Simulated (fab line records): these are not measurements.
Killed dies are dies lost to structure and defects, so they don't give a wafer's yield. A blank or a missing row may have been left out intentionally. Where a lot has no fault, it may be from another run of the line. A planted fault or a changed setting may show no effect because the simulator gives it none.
One fault through the eyes of 2 desks || flow nandHarc || numbers are kept per desk, each desk with only its own; the story behind them comes last

## FOR THE TOOL OWNER'S DESK: pecvdOnon-01
The tool's own readings at NHARC_A_ONON_D2_DEP_06 (target thk 1000 nm): means of the sampled wafers that have a number, for each lot that ran on this tool. Marked OUT: a lot whose mean sits more than 4 standard deviations from the usual mean, which makes it out of limits; the brackets give that distance.
Columns: A = n2oFlowSccm at NHARC_A_ONON_D2_DEP_06, usual 2000 sccm; B = susceptorTempC at NHARC_A_ONON_D2_DEP_06, usual 399.95 C
{"lot": "L874", "first seen here": "day 12 19:21", "A": 2003, "B": 399.87}
{"lot": "L877", "first seen here": "day 13 08:33", "A": 2003, "B": 399.78}
{"lot": "L878", "first seen here": "day 13 20:49", "A": 2005, "B": 399.88}
{"lot": "L879", "first seen here": "day 14 07:58", "A": 2006, "B": 400.22}
{"lot": "L881", "first seen here": "day 15 05:59", "A": 1991, "B": 400.14}
{"lot": "L886", "first seen here": "day 17 11:16", "A": 1995, "B": 399.98}
{"lot": "L887", "first seen here": "day 17 20:19", "A": 1992, "B": 399.76}
{"lot": "L894", "first seen here": "day 21 01:16", "A": 1995, "B": 400.02}
{"lot": "L895", "first seen here": "day 21 11:35", "A": 1994, "B": 399.94}
{"lot": "L896", "first seen here": "day 21 20:46", "A": 2005, "B": 399.87}
This desk found nothing out of limits on any of the 10 lots.

## AT THE METROLOGY DESK
What the gauges read, lot by lot, whatever tool the lot ran on: means of the sampled wafers that have a number. Marked OUT: a lot whose mean sits more than 4 standard deviations from the usual mean, which makes it out of limits; the brackets give that distance.
Columns: A = thkNm at NHARC_A_ONON_D2_THK_MEAS_08, usual 1001 nm
{"lot": "L874", "first seen here": "day 12 19:48", "A": 1005}
{"lot": "L876", "first seen here": "day 13 06:14", "A": 996}
{"lot": "L877", "first seen here": "day 13 08:53", "A": 1001}
{"lot": "L878", "first seen here": "day 13 21:19", "A": 999}
{"lot": "L879", "first seen here": "day 14 08:28", "A": 1012}
{"lot": "L881", "first seen here": "day 15 06:26", "A": 1002}
{"lot": "L884", "first seen here": "day 16 21:41", "A": 995}
{"lot": "L886", "first seen here": "day 17 11:40", "A": "1518 (+64) OUT"}
{"lot": "L887", "first seen here": "day 17 20:43", "A": "1514 (+63) OUT"}
{"lot": "L891", "first seen here": "day 19 03:58", "A": 990}
{"lot": "L894", "first seen here": "day 21 01:46", "A": 1004}
{"lot": "L895", "first seen here": "day 21 12:02", "A": 995}
{"lot": "L896", "first seen here": "day 21 21:13", "A": 1000}
This desk's verdict: out of limits on L886, L887, starting with L886 at day 17 11:40 (thkNm at NHARC_A_ONON_D2_THK_MEAS_08). Within limits: L874, L876, L877, L878, L879, L881, L884, L891, L894, L895, L896.

## PUT TOGETHER
On L886, L887, the metrology desk was in a position to raise an alarm at day 17 11:40.
The tool owner's desk saw nothing out of limits.
Tool owner's desk: L886, L887 on record, inside its limits.
Every lot named ran NHARC_A_ONON_D2_DEP_06 on pecvdOnon-01.

## WHAT THE SIMULATOR HAD PUT IN
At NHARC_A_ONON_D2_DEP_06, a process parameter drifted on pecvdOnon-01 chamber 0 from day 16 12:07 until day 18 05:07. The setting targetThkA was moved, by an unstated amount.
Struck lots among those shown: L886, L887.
Delay in hours, fault start to first out-of-limits reading, per desk: metrology desk 24.
